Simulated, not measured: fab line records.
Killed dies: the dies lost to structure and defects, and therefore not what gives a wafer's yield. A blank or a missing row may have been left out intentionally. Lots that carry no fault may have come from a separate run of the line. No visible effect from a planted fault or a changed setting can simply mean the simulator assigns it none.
Matching of chambers -- flow n5Finfet -- rieDiel-02 running N5_SDB_STRIP_21: 4 sister chambers
The step strips in CF4. 4 wafers are shown with their chamber, then 10 later ones without.

== WAFERS WITH THEIR CHAMBER ==
wafer,chamber,drypumpMotorCurrentA (A)
L077.1,3,5.39
L083.3,1,5.67
L088.2,0,5.78
L088.4,2,5.36

== WAFERS MISSING THEIR CHAMBER ==
wafer,drypumpMotorCurrentA (A)
L088.6,5.38
L089.1,5.80
L089.2,5.39
L089.3,5.37
L090.1,5.43
L090.2,5.81
L090.3,5.37
L096.2,5.37
L096.3,5.82
L096.6,5.68

== CHAMBER TAKEN BY EACH ==
wafer,from the rows above,in truth
L088.6,can't be placed: 3 or 2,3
L089.1,0,0
L089.2,can't be placed: 3 or 2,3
L089.3,can't be placed: 2 or 3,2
L090.1,can't be placed: 3 or 2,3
L090.2,0,0
L090.3,can't be placed: 2 or 3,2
L096.2,can't be placed: 2 or 3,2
L096.3,0,0
L096.6,1,1
Correct placement for 4 of the 10. From these rows, 6 cannot be placed; in 6 the true chamber is one of the candidates. Wrongly placed: 0.
How it was worked out, from the rows above alone: a wafer's distance from a chamber is the root of the sum, over the readings, of the square of ((its reading less the chamber's mean) divided by the reading's scatter). If the next closest chamber is less than 2 further off than the closest, the wafer can't be placed; otherwise it belongs to the closest. A chamber's mean is the mean of its shown wafers. The scatter: with one shown wafer a chamber, the root of the mean of the squares of how far each hidden wafer lies from its nearest shown one.
